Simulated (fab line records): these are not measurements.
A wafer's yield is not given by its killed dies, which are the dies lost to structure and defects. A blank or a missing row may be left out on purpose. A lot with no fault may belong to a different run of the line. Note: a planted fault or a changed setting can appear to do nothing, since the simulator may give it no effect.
fab line records + flow n5Finfet
record:
- lots: 11
- wafers: 31
- lastDay: 18
route steps=1938 shown BEOL_M10@1507 PASSIVATION@1936
lots with no fault: from the same line, run without faults
startH: hours from the record's opening day to when the first of the lot's shown wafers began + waitH: hours from the lot's prior step to this one + " the same as in the row above + L1.1+2: several wafers, shown together as one row + - no value present, or no start provided + * or withheld: withheld + < > ~ a bound
route shown NAME@n: a module of which the file shows steps, and the number in the route of the first + usual: average and standard deviation across the fault-free wafers + same: alike in all rows + chamber/n: place in a boat + sites: readings site by site + _std_site: standard deviation across them + _edge_site: mean of outer sites minus mean of inner sites + radiusMm: for every site, how far away it sits from the centre of the wafer + mask NAME#n: copy n + behind: the tool/chamber that last shaped the wafer + hold: reason for holding the lot/hours on hold/outcome of the hold + device: the transistor (n, p or np) that didn't switch + end of line: tests run on the same wafers once the route is complete + where a step has no rows: the recipe by itself + killed: dies that structure and defects cost at the first sort, which is not the same as the wafer's yield + map: dies across one wafer; x = killed, . = not, _ = none there
set.NAME: the setting the step ran with; set.NAME@STEP: the setting that earlier step ran with + model.NAME: the simulator's own value behind a step, which no gauge read
route steps across a sampled set of lots; one table per step, one row per wafer
services: a tool's chamber out of use, with start hour (startH, from the record's first day; less than 0 if before it), hours out, and reason
== steps ==
step: N5_BEOL_M10_ETCH_66
recipe:
- chemistry: N2/H2
- target: SOC
- targetDepthA: 1200
- overetchA: 240
- maskMaterial: SiARC
- tempC: 40
- timeS: 180
- ionEnergyEv: 200
- pressureMtorr: 30
- sourceW: 840
- biasW: 150
- n2FlowSccm: 200
- h2FlowSccm: 200
usual:
- drypumpMotorCurrentA: 5.8/0.33
- oesProductAu: 0.67/0.051
- rfVppV: 525.0/2
- showerheadPlenumPTorr: 2.58/0.064
- throttleValvePct: 17.73/0.21
| lot.wafer | tool       | chamber | startH | waitH | drypumpMotorCurrentA | oesProductAu | rfHoursCounterH | rfVppV | showerheadPlenumPTorr | throttleValvePct |
|-----------|------------|---------|--------|-------|----------------------|--------------|-----------------|--------|-----------------------|------------------|
| L762.1    | rieDiel-02 | 2       | 241.12 | 0.0   | 6.2                  | 0.69         | 65              | 524.2  | 2.57                  | 17.37            |
| L762.2    | "          | 1       | "      | "     | 5.5                  | 0.58         | 228             | 526.2  | 2.59                  | 18.00            |
| L762.5    | "          | 2       | "      | "     | 6.2                  | 0.69         | -               | 523.9  | 2.57                  | 17.37            |
| L763.1    | rieDiel-01 | 3       | 257.45 | 0.0   | 5.3                  | 0.68         | 55              | 527.1  | 2.67                  | 17.87            |
| L763.3    | "          | 0       | "      | "     | 6.0                  | 0.66         | 77              | 528.4  | 2.69                  | 17.80            |
| L763.5    | "          | 3       | "      | "     | 5.3                  | 0.68         | -               | 528.3  | 2.67                  | 17.87            |
| L765.2    | rieDiel-01 | 0       | 260.26 | 0.0   | 6.0                  | 0.66         | 78              | 526.6  | 2.69                  | 17.80            |
| L765.3    | "          | 3       | "      | "     | 5.3                  | 0.67         | 56              | 526.9  | 2.67                  | 17.87            |
| L765.4    | "          | 1       | "      | "     | 6.1                  | 0.73         | -               | 523.3  | 2.49                  | 17.70            |
| L764.4    | rieDiel-02 | 2       | 260.43 | 0.0   | 6.2                  | 0.67         | 73              | 524.0  | 2.57                  | 17.39            |
| L764.5    | "          | 0       | "      | "     | 6.0                  | 0.66         | -               | 524.3  | 2.57                  | 17.64            |
| L764.6    | "          | 3       | "      | "     | 5.5                  | 0.68         | -               | 525.4  | 2.59                  | 17.53            |
| L767.1    | rieDiel-01 | 0       | 288.59 | 0.0   | 6.0                  | 0.65         | 88              | 526.6  | 2.68                  | 17.81            |
| L767.4    | "          | 1       | "      | "     | 6.0                  | 0.72         | 35              | 523.2  | 2.49                  | 17.70            |
| L767.5    | "          | 0       | "      | "     | 6.0                  | 0.65         | -               | 528.1  | 2.68                  | 17.82            |
| L769.3    | rieDiel-06 | 0       | 298.12 | 0.0   | 6.2                  | 0.66         | 67              | 521.9  | 2.47                  | 18.09            |
| L769.6    | "          | 2       | "      | "     | 5.7                  | 0.66         | -               | 522.0  | 2.47                  | 17.87            |
| L773.1    | rieDiel-06 | 0       | 315.87 | 0.0   | 6.2                  | 0.67         | 75              | 520.2  | 2.46                  | 18.10            |
| L773.2    | "          | 2       | "      | "     | 5.7                  | 0.66         | 91              | 522.3  | 2.47                  | 17.86            |
| L773.6    | "          | 1       | "      | "     | 6.6                  | 0.68         | -               | 523.9  | 2.57                  | 17.95            |
| L776.2    | rieDiel-02 | 2       | 321.18 | 0.0   | 6.2                  | 0.66         | 95              | 523.9  | 2.56                  | 17.43            |
| L776.6    | "          | 1       | "      | "     | 5.5                  | 0.80         | -               | 525.6  | 2.58                  | 17.67            |
| L778.2    | rieDiel-02 | 2       | 353.54 | 0.0   | 6.2                  | 0.65         | 107             | 523.3  | 2.55                  | 17.45            |
| L778.3    | "          | 0       | "      | "     | 6.0                  | 0.63         | 121             | 523.6  | 2.55                  | 17.68            |
| L778.4    | "          | 0       | "      | "     | 6.0                  | 0.64         | -               | 523.8  | 2.55                  | 17.71            |
| L781.2    | rieDiel-02 | 2       | 356.74 | 0.0   | 6.2                  | 0.65         | 108             | 524.5  | 2.55                  | 17.44            |
| L781.4    | "          | 1       | "      | "     | 5.6                  | 0.76         | -               | 523.3  | 2.57                  | 17.67            |
| L781.5    | "          | 2       | "      | "     | 6.2                  | 0.65         | -               | 523.4  | 2.55                  | 17.46            |
| L780.3    | rieDiel-01 | 2       | 362.69 | 0.0   | 5.9                  | 0.74         | 31              | 525.1  | 2.58                  | 17.55            |
| L780.4    | "          | 3       | "      | "     | 5.3                  | 0.64         | 95              | 526.8  | 2.65                  | 17.94            |
| L780.5    | "          | 3       | "      | "     | 5.3                  | 0.64         | -               | 528.0  | 2.65                  | 17.94            |
step: N5_BEOL_M10_STRIP_77
recipe:
- chemistry: N2/H2
- timeS: 10
- powerW: 450
- tempC: 40
- pressureMtorr: 20
- rfFrequencyHz: 6e+07
- biasPowerW: 7
- n2FlowSccm: 200
- h2FlowSccm: 200
usual:
- drypumpMotorCurrentA: 5.8/0.33
- oesProductAu: 0.83/0.065
- rfVppV: 59.3/0.84
- showerheadPlenumPTorr: 2.58/0.064
- throttleValvePct: 23.58/0.25
| lot.wafer | tool       | chamber | startH | waitH | drypumpMotorCurrentA | oesProductAu | rfHoursCounterH | rfVppV | showerheadPlenumPTorr | throttleValvePct |
|-----------|------------|---------|--------|-------|----------------------|--------------|-----------------|--------|-----------------------|------------------|
| L762.1    | rieDiel-02 | 2       | -      | -     | 6.2                  | 0.85         | 65              | 58.4   | 2.57                  | 23.15            |
| L762.2    | "          | 1       | "      | "     | 5.5                  | 0.71         | 228             | 59.0   | 2.59                  | 23.51            |
| L762.5    | "          | 2       | "      | "     | 6.2                  | 0.85         | -               | 59.0   | 2.57                  | 23.13            |
| L763.1    | rieDiel-01 | 3       | -      | -     | 5.3                  | 0.85         | 55              | 59.0   | 2.67                  | 23.78            |
| L763.3    | "          | 0       | "      | "     | 6.0                  | 0.82         | 77              | 58.2   | 2.68                  | 23.70            |
| L763.5    | "          | 3       | "      | "     | 5.3                  | 0.85         | -               | 59.8   | 2.67                  | 23.76            |
| L765.2    | rieDiel-01 | 0       | -      | -     | 6.0                  | 0.82         | 79              | 59.3   | 2.68                  | 23.72            |
| L765.3    | "          | 3       | "      | "     | 5.3                  | 0.84         | 56              | 59.0   | 2.67                  | 23.75            |
| L765.4    | "          | 1       | "      | "     | 6.1                  | 0.88         | -               | 58.5   | 2.49                  | 23.63            |
| L764.4    | rieDiel-02 | 2       | -      | -     | 6.2                  | 0.85         | 73              | 59.0   | 2.56                  | 23.15            |
| L764.5    | "          | 0       | "      | "     | 6.0                  | 0.82         | -               | 58.3   | 2.56                  | 23.45            |
| L764.6    | "          | 3       | "      | "     | 5.5                  | 0.82         | -               | 59.4   | 2.59                  | 23.51            |
| L767.1    | rieDiel-01 | 0       | -      | -     | 6.0                  | 0.81         | 88              | 58.5   | 2.68                  | 23.72            |
| L767.4    | "          | 1       | "      | "     | 6.1                  | 0.87         | 35              | 58.8   | 2.48                  | 23.64            |
| L767.5    | "          | 0       | "      | "     | 6.0                  | 0.81         | -               | 60.3   | 2.68                  | 23.71            |
| L769.3    | rieDiel-06 | 0       | -      | -     | 6.2                  | 0.83         | 67              | 59.0   | 2.46                  | 24.22            |
| L769.6    | "          | 2       | "      | "     | 5.7                  | 0.82         | -               | 58.6   | 2.47                  | 23.90            |
| L773.1    | rieDiel-06 | 0       | -      | -     | 6.2                  | 0.82         | 75              | 59.9   | 2.46                  | 24.23            |
| L773.2    | "          | 2       | "      | "     | 5.7                  | 0.82         | 91              | 58.9   | 2.46                  | 23.89            |
| L773.6    | "          | 1       | "      | "     | 6.5                  | 0.84         | -               | 59.3   | 2.57                  | 23.76            |
| L776.2    | rieDiel-02 | 2       | -      | -     | 6.2                  | 0.83         | 95              | 59.5   | 2.55                  | 23.17            |
| L776.6    | "          | 1       | "      | "     | 5.5                  | 1.00         | -               | 59.3   | 2.58                  | 23.39            |
| L778.2    | rieDiel-02 | 2       | -      | -     | 6.2                  | 0.81         | 107             | 59.1   | 2.55                  | 23.18            |
| L778.3    | "          | 0       | "      | "     | 6.0                  | 0.79         | 121             | 57.7   | 2.55                  | 23.52            |
| L778.4    | "          | 0       | "      | "     | 6.0                  | 0.79         | -               | 60.4   | 2.55                  | 23.50            |
| L781.2    | rieDiel-02 | 2       | -      | -     | 6.2                  | 0.81         | 108             | 60.4   | 2.55                  | 23.19            |
| L781.4    | "          | 1       | "      | "     | 5.5                  | 0.94         | -               | 60.2   | 2.57                  | 23.41            |
| L781.5    | "          | 2       | "      | "     | 6.2                  | 0.82         | -               | 59.3   | 2.55                  | 23.17            |
| L780.3    | rieDiel-01 | 2       | -      | -     | 5.9                  | 0.92         | 31              | 58.6   | 2.57                  | 23.31            |
| L780.4    | "          | 3       | "      | "     | 5.3                  | 0.80         | 95              | 59.2   | 2.65                  | 23.82            |
| L780.5    | "          | 3       | "      | "     | 5.3                  | 0.80         | -               | 59.8   | 2.65                  | 23.83            |
step: N5_BEOL_M10_SURFACE_TREAT_76
recipe:
- gas: Ar
- timeS: *
- ionEnergyEv: *
- ionCurrentMaCm2: 0.5
- pressureMtorr: *
- arFlowSccm: 30
usual:
- arFlowSccm: 30.00/0.083
- throttleValvePct: *
| lot.wafer | tool          | chamber | startH | waitH | arFlowSccm | throttleValvePct |
|-----------|---------------|---------|--------|-------|------------|------------------|
| L762.1    | pvdSputter-03 | -       | 242.76 | 0.4   | 29.94      | *                |
| L762.2    | "             | -       | "      | "     | 29.99      | *                |
| L762.5    | "             | -       | "      | "     | 30.01      | *                |
| L763.1    | pvdSputter-03 | -       | 258.81 | 0.2   | 29.86      | *                |
| L763.3    | "             | -       | "      | "     | 29.87      | *                |
| L763.5    | "             | -       | "      | "     | 29.98      | *                |
| L765.2    | pvdSputter-01 | -       | 261.75 | 0.2   | 30.00      | *                |
| L765.3    | "             | -       | "      | "     | 29.99      | *                |
| L765.4    | "             | -       | "      | "     | 29.91      | *                |
| L764.4    | pvdSputter-02 | -       | 261.83 | 0.2   | 30.00      | *                |
| L764.5    | "             | -       | "      | "     | 30.05      | *                |
| L764.6    | "             | -       | "      | "     | 30.10      | *                |
| L767.1    | pvdSputter-01 | -       | 291.58 | 1.5   | 30.10      | *                |
| L767.4    | "             | -       | "      | "     | 29.94      | *                |
| L767.5    | "             | -       | "      | "     | 30.10      | *                |
| L769.3    | pvdSputter-02 | -       | 300.04 | 0.2   | 29.85      | *                |
| L769.6    | "             | -       | "      | "     | 30.07      | *                |
| L773.1    | pvdSputter-03 | -       | 319.46 | 2.0   | 29.85      | *                |
| L773.2    | "             | -       | "      | "     | 29.94      | *                |
| L773.6    | "             | -       | "      | "     | 30.06      | *                |
| L776.2    | pvdSputter-02 | -       | 324.62 | 0.2   | 30.06      | *                |
| L776.6    | "             | -       | "      | "     | 30.00      | *                |
| L778.2    | pvdSputter-02 | -       | 355.97 | 1.0   | 29.95      | *                |
| L778.3    | "             | -       | "      | "     | 29.98      | *                |
| L778.4    | "             | -       | "      | "     | 30.02      | *                |
| L781.2    | pvdSputter-02 | -       | 358.43 | 0.2   | 30.08      | *                |
| L781.4    | "             | -       | "      | "     | 29.96      | *                |
| L781.5    | "             | -       | "      | "     | 29.98      | *                |
| L780.3    | pvdSputter-03 | -       | 364.69 | 0.2   | 29.87      | *                |
| L780.4    | "             | -       | "      | "     | 30.05      | *                |
| L780.5    | "             | -       | "      | "     | 30.03      | *                |
step: N5_BEOL_M10_SPUTTER_48
recipe:
- material: Cu
- targetThkA: 120
- tempC: -20
- biasV: 60
- powerW: 26000
- chamberPressurePa: 0.13
- timeS: 2
usual:
- cathodeDcPowerW: 26000/4.8
- chamberPressurePa: 0.13001/0.00028
- chuckSensorTempC: -15.8/0.53
- throttleValvePct: 29.7/0.97
| lot.wafer | tool          | chamber | startH | waitH | cathodeDcPowerW | chamberPressurePa | chuckSensorTempC | throttleValvePct |
|-----------|---------------|---------|--------|-------|-----------------|-------------------|------------------|------------------|
| L762.1    | pvdSputter-03 | -       | 242.96 | 0.1   | 26002           | 0.13034           | -16.7            | 30.4             |
| L762.2    | "             | -       | "      | "     | 25999           | 0.13031           | -16.1            | 30.2             |
| L762.5    | "             | -       | "      | "     | 26003           | 0.13075           | -15.4            | 29.1             |
| L763.1    | pvdSputter-02 | -       | 260.34 | 1.4   | 25998           | 0.13003           | -15.5            | 28.9             |
| L763.3    | "             | -       | "      | "     | 25996           | 0.12993           | -15.3            | 29.6             |
| L763.5    | "             | -       | "      | "     | 26000           | 0.12988           | -15.3            | 29.2             |
| L765.2    | pvdSputter-02 | -       | 262.25 | 0.3   | 26014           | 0.13025           | -16.0            | 28.0             |
| L765.3    | "             | -       | "      | "     | 25997           | 0.1303            | -15.2            | 29.6             |
| L765.4    | "             | -       | "      | "     | 26000           | 0.12988           | -15.2            | 29.0             |
| L764.4    | pvdSputter-02 | -       | 262.77 | 0.6   | 26003           | 0.13004           | -15.9            | 29.5             |
| L764.5    | "             | -       | "      | "     | 25997           | 0.12981           | -16.0            | 27.9             |
| L764.6    | "             | -       | "      | "     | 25989           | 0.12959           | -15.9            | 29.3             |
| L767.1    | pvdSputter-03 | -       | 291.87 | 0.2   | 25999           | 0.13026           | -16.7            | 30.7             |
| L767.4    | "             | -       | "      | "     | 25999           | 0.12998           | -15.9            | 30.3             |
| L767.5    | "             | -       | "      | "     | 25993           | 0.13037           | -16.0            | 30.6             |
| L769.3    | pvdSputter-03 | -       | 300.49 | 0.1   | 25998           | 0.13009           | -16.0            | 28.9             |
| L769.6    | "             | -       | "      | "     | 25993           | 0.13026           | -16.7            | 30.3             |
| L773.1    | pvdSputter-03 | -       | 319.68 | 0.1   | 21421           | 0.12981           | -15.6            | 29.2             |
| L773.2    | "             | -       | "      | "     | 21416           | 0.12983           | -16.3            | 29.1             |
| L773.6    | "             | -       | "      | "     | 21417           | 0.12987           | -15.5            | 29.5             |
| L776.2    | pvdSputter-02 | -       | 324.86 | 0.1   | 25996           | 0.13049           | -16.0            | 28.2             |
| L776.6    | "             | -       | "      | "     | 25998           | 0.12993           | -15.1            | 29.3             |
| L778.2    | pvdSputter-03 | -       | 356.57 | 0.2   | 21419           | 0.13007           | -15.3            | 29.1             |
| L778.3    | "             | -       | "      | "     | 21427           | 0.12988           | -16.5            | 30.5             |
| L778.4    | "             | -       | "      | "     | 21418           | 0.13012           | -16.0            | 30.4             |
| L781.2    | pvdSputter-02 | -       | 358.67 | 0.1   | 26004           | 0.13057           | -15.9            | 29.3             |
| L781.4    | "             | -       | "      | "     | 26005           | 0.13032           | -16.1            | 28.0             |
| L781.5    | "             | -       | "      | "     | 26000           | 0.12973           | -15.1            | 29.5             |
| L780.3    | pvdSputter-02 | -       | 364.91 | 0.1   | 26004           | 0.12989           | -16.0            | 28.0             |
| L780.4    | "             | -       | "      | "     | 25998           | 0.13006           | -15.3            | 28.7             |
| L780.5    | "             | -       | "      | "     | 26000           | 0.13024           | -15.6            | 29.3             |
step: N5_PASSIVATION_PROBE_49
usual:
- defectLimitedYield: 91.2/1.3
- killed_at_M0_to_M3: 34/10
- killed_at_M4_up: 13/4.6
- killedAtContacts: 13/5.5
- killedAtFrontEnd: 41/12
- killedAtOther: 2.8/2.4
- killedDies: 104/16
- killedOpen: 67/12
- killedShort: 33/7.2
- sort_bin_4_leakage: 0.00/0.012
- sort_bin_5_function: 5.1/0.86
- sort_bin_6_memory: 3.3/0.62
- sortNPass: 1076/16
- sortYieldPct: 91.2/1.3
same:
- grossDies: 1180
- killedAtBackSide: 0
- sort_bin_8_speed[%]: 0
| lot.wafer | tool      | chamber | startH | waitH | defectLimitedYield[%] | killed_at_M0_to_M3 | killed_at_M4_up | killedAtContacts | killedAtFrontEnd | killedAtOther | killedDies | killedOpen | killedShort | sort_bin_4_leakage[%] | sort_bin_5_function[%] | sort_bin_6_memory[%] | sortNPass | sortYieldPct[%] |
|-----------|-----------|---------|--------|-------|-----------------------|--------------------|-----------------|------------------|------------------|---------------|------------|------------|-------------|-----------------------|------------------------|----------------------|-----------|-----------------|
| L764.4    | prober-01 | -       | 317.37 | 0.2   | 91.4                  | 35                 | 10              | 7                | 50               | 0             | 102        | 68         | 30          | 0                     | 4.7                    | 3.7                  | 1078      | 91.4            |
| L764.5    | prober-01 | -       | 317.42 | 0.2   | 91.3                  | 34                 | 17              | 17               | 34               | 1             | 103        | 68         | 28          | 0                     | 4.8                    | 3.6                  | 1077      | 91.3            |
| L764.6    | prober-01 | -       | 317.47 | 0.3   | 89.8                  | 35                 | 15              | 11               | 56               | 3             | 120        | 89         | 25          | 0                     | 5.7                    | 4.4                  | 1060      | 89.8            |
| L765.2    | prober-01 | -       | 322.53 | 0.1   | 92.5                  | 16                 | 20              | 12               | 38               | 2             | 88         | 59         | 23          | 0                     | 3.7                    | 3.2                  | 1092      | 92.5            |
| L765.3    | prober-01 | -       | 322.58 | 0.1   | 90.0                  | 45                 | 12              | 30               | 28               | 3             | 118        | 74         | 36          | 0                     | 6.1                    | 3.1                  | 1062      | 90.0            |
| L765.4    | prober-01 | -       | 322.63 | 0.2   | 93.5                  | 19                 | 11              | 5                | 39               | 3             | 77         | 51         | 25          | 0                     | 4.3                    | 1.9                  | 1103      | 93.5            |
| L767.1    | prober-02 | -       | 338.61 | 0.0   | 91.4                  | 44                 | 10              | 9                | 34               | 4             | 101        | 63         | 35          | 0                     | 5.3                    | 3.1                  | 1079      | 91.4            |
| L769.3    | prober-01 | -       | 360.57 | 1.0   | 91.9                  | 42                 | 9               | 20               | 24               | 0             | 95         | 66         | 28          | 0                     | 4.8                    | 3.1                  | 1085      | 91.9            |
| L769.6    | prober-01 | -       | 360.72 | 1.2   | 93.7                  | 31                 | 8               | 13               | 21               | 1             | 74         | 52         | 21          | 0                     | 4.0                    | 2.0                  | 1106      | 93.7            |
| L776.2    | prober-02 | -       | 368.49 | 0.1   | 90.3                  | 45                 | 6               | 11               | 51               | 2             | 115        | 63         | 41          | 0                     | 6.0                    | 3.4                  | 1065      | 90.3            |
| L776.6    | prober-02 | -       | 368.69 | 0.3   | 89.9                  | 46                 | 18              | 10               | 38               | 7             | 119        | 72         | 39          | 0                     | 5.9                    | 3.8                  | 1061      | 89.9            |
| L773.1    | prober-01 | -       | 369.72 | 0.0   | 89.7                  | 42                 | 15              | 16               | 44               | 4             | 121        | 88         | 27          | 0                     | 5.5                    | 4.5                  | 1059      | 89.7            |
| L778.2    | prober-01 | -       | 407.35 | 0.1   | 91.3                  | 37                 | 18              | 18               | 28               | 2             | 103        | 61         | 34          | 0                     | 5.0                    | 3.4                  | 1077      | 91.3            |
| L778.3    | prober-01 | -       | 407.40 | 0.1   | 94.5                  | 25                 | 10              | 12               | 18               | 0             | 65         | 44         | 9           | 0                     | 3.1                    | 2.1                  | 1115      | 94.5            |
| L778.4    | prober-01 | -       | 407.45 | 0.2   | 93.1                  | 26                 | 11              | 13               | 30               | 1             | 81         | 56         | 19          | 0                     | 4.4                    | 2.2                  | 1099      | 93.1            |
killed by level:class
L764.4 STI_FIN_REVEAL:geometricParticle:open=17 BEOL_M3:geometricParticle:open=7 BEOL_M1:geometricParticle:open=7 FIN_SAQP:geometricParticle:short=6 BEOL_M0_SAQP:geometricParticle:open=6 BEOL_M2:geometricParticle:open=6 GATE_CUT:geometricParticle:short=5 FIN_SAQP:geometricParticle:open=4
L764.5 MOL_CONTACT_COAG:geometricParticle:open=14 BEOL_M0_SAQP:geometricParticle:short=9 DUMMY_GATE:geometricParticle:open=7 BEOL_M3:geometricParticle:open=7 GATE_CUT:geometricParticle:short=6 BEOL_M4:geometricParticle:open=6 BEOL_M2:geometricParticle:open=5 STI_FIN_REVEAL:geometricParticle:open=4
L764.6 DUMMY_GATE:geometricParticle:open=21 MOL_CONTACT_COAG:geometricParticle:open=10 STI_FIN_REVEAL:geometricParticle:open=9 BEOL_M0_SAQP:geometricParticle:short=7 FIN_SAQP:geometricParticle:open=6 BEOL_M0_SAQP:geometricParticle:open=6 BEOL_M3:geometricParticle:open=6 BEOL_M5:geometricParticle:open=6
L765.2 FIN_SAQP:geometricParticle:open=14 MOL_CONTACT_COAG:geometricParticle:open=11 BEOL_M4:geometricParticle:open=9 BEOL_M3:geometricParticle:open=7 FIN_SAQP:geometricParticle:short=6 STI_FIN_REVEAL:geometricParticle:open=4 DUMMY_GATE:geometricParticle:open=4 BEOL_M1:geometricParticle:short=4
L765.3 MOL_CONTACT_COAG:geometricParticle:open=22 BEOL_M3:geometricParticle:open=15 BEOL_M0_SAQP:geometricParticle:short=10 MOL_CONTACT_COAG:geometricParticle:short=7 BEOL_M2:geometricParticle:open=6 BEOL_M0_SAQP:geometricParticle:open=5 FIN_SAQP:geometricParticle:open=4 BEOL_M1:geometricParticle:open=4
L765.4 FIN_SAQP:geometricParticle:open=11 STI_FIN_REVEAL:geometricParticle:open=6 BEOL_M1:geometricParticle:open=6 BEOL_M4:geometricParticle:open=6 DUMMY_GATE:geometricParticle:open=5 MOL_CONTACT_COAG:geometricParticle:open=5 BEOL_M0_SAQP:geometricParticle:open=4 FIN_SAQP:geometricParticle:short=3
L767.1 BEOL_M1:geometricParticle:open=14 STI_FIN_REVEAL:geometricParticle:open=9 BEOL_M0_SAQP:geometricParticle:short=7 BEOL_M4:geometricParticle:open=7 STARTING-WAFER:geometricParticle:short=7 BEOL_M2:geometricParticle:open=6 BEOL_M0_SAQP:geometricParticle:open=5 MOL_CONTACT_COAG:geometricParticle:open=5
L769.3 MOL_CONTACT_COAG:geometricParticle:open=16 FIN_SAQP:geometricParticle:open=8 BEOL_M0_SAQP:geometricParticle:open=8 BEOL_M1:geometricParticle:open=8 BEOL_M0_SAQP:geometricParticle:short=7 STARTING-WAFER:geometricParticle:open=5 MOL_CONTACT_COAG:geometricParticle:short=4 BEOL_M1:geometricParticle:short=4
L769.6 MOL_CONTACT_COAG:geometricParticle:open=12 BEOL_M2:geometricParticle:open=10 STI_FIN_REVEAL:geometricParticle:open=7 BEOL_M3:geometricParticle:open=5 BEOL_M0_SAQP:geometricParticle:short=4 BEOL_M0_SAQP:geometricParticle:open=3 BEOL_M3:geometricParticle:short=3 BEOL_M4:geometricParticle:open=3
L776.2 BEOL_M0_SAQP:geometricParticle:open=13 BEOL_M0_SAQP:geometricParticle:short=11 MOL_CONTACT_COAG:geometricParticle:open=10 STI_FIN_REVEAL:geometricParticle:open=8 FIN_SAQP:geometricParticle:short=7 BEOL_M1:geometricParticle:open=7 GATE_CUT:geometricParticle:short=6 STARTING-WAFER:geometricParticle:open=5
L776.6 BEOL_M0_SAQP:geometricParticle:open=12 BEOL_M0_SAQP:geometricParticle:short=9 STI_FIN_REVEAL:geometricParticle:open=8 BEOL_M1:geometricParticle:open=7 BEOL_M4:geometricParticle:open=7 DUMMY_GATE:geometricParticle:open=6 MOL_CONTACT_COAG:geometricParticle:open=6 BEOL_M2:geometricParticle:open=5
L773.1 FIN_SAQP:geometricParticle:open=15 MOL_CONTACT_COAG:geometricParticle:open=12 BEOL_M0_SAQP:geometricParticle:open=11 BEOL_M2:geometricParticle:open=11 BEOL_M0_SAQP:geometricParticle:short=10 BEOL_M1:geometricParticle:open=8 BEOL_M5:geometricParticle:open=8 DUMMY_GATE:geometricParticle:open=7
L778.2 MOL_CONTACT_COAG:geometricParticle:open=12 BEOL_M0_SAQP:geometricParticle:short=10 BEOL_M2:geometricParticle:open=7 STI_FIN_REVEAL:geometricParticle:open=6 MOL_CONTACT_COAG:geometricParticle:short=6 BEOL_M1:geometricParticle:open=5 BEOL_M0_SAQP:geometricParticle:open=5 BEOL_M4:geometricParticle:open=5
L778.3 BEOL_M3:geometricParticle:open=10 MOL_CONTACT_COAG:geometricParticle:open=8 BEOL_M10:interfaceVoidOpened=6 STI_FIN_REVEAL:geometricParticle:open=4 MOL_CONTACT_COAG:geometricParticle:short=4 BEOL_M2:geometricParticle:open=4 DUMMY_GATE:geometricParticle:open=3 BEOL_M0_SAQP:geometricParticle:open=3
L778.4 MOL_CONTACT_COAG:geometricParticle:open=11 BEOL_M1:geometricParticle:open=9 FIN_SAQP:geometricParticle:open=5 BEOL_M3:geometricParticle:open=5 FIN_SAQP:geometricParticle:short=3 STI_FIN_REVEAL:geometricParticle:short=3 STI_FIN_REVEAL:geometricParticle:open=3 DUMMY_GATE:geometricParticle:open=3
== services ==
| tool       | chamber | startH | hours | kind                        |
|------------|---------|--------|-------|-----------------------------|
| rieDiel-01 | 2       | 218.92 | 9.9   | repair                      |
| rieDiel-02 | 0       | 219.88 | 3.8   | repair                      |
| rieDiel-01 | 2       | 254.45 | 7.3   | repair                      |
| rieDiel-01 | 2       | 261.77 | -     | clean                       |
| rieDiel-01 | 2       | 261.77 | -     | consumableReplace:focusRing |
| rieDiel-01 | 2       | 261.77 | 11.2  | scheduledDown               |
| rieDiel-01 | 2       | 261.77 | 11.2  | ventCycle                   |
| rieDiel-02 | 1       | 302.20 | -     | clean                       |
| rieDiel-02 | 1       | 302.20 | -     | consumableReplace:focusRing |
| rieDiel-02 | 1       | 302.20 | 17.0  | scheduledDown               |
| rieDiel-02 | 1       | 302.20 | 17.0  | ventCycle                   |
| rieDiel-06 | 3       | 303.32 | -     | clean                       |
| rieDiel-06 | 3       | 303.32 | -     | consumableReplace:focusRing |
| rieDiel-06 | 3       | 303.32 | 15.4  | scheduledDown               |
| rieDiel-06 | 3       | 303.32 | 15.4  | ventCycle                   |
| rieDiel-01 | 2       | 315.73 | 7.1   | repair                      |
| rieDiel-02 | 3       | 350.59 | 13.3  | repair                      |
== key ==
firstSign:
- step: N5_BEOL_M10_SPUTTER_48
- reading: cathodeDcPowerW
- direction: down
- sigmas: 99+
- usual: *
- struck: *
effect none on later readings
metAt N5_BEOL_M10_SPUTTER_48
struckLots L773,L778
notActingAt N5_BEOL_M10_ETCH_66,N5_BEOL_M10_STRIP_77,N5_BEOL_M10_SURFACE_TREAT_76
onsetBetween 300.49 319.68
fault:
- kind: processParameterDrift
- tool: pvdSputter-03
- chamber: -
- onsetH: 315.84
- steps: N5_BEOL_M10_SPUTTER_48
- channel: powerW
- offset: *
- shape: step
- endH: 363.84
- actsIn: *
- stated: *
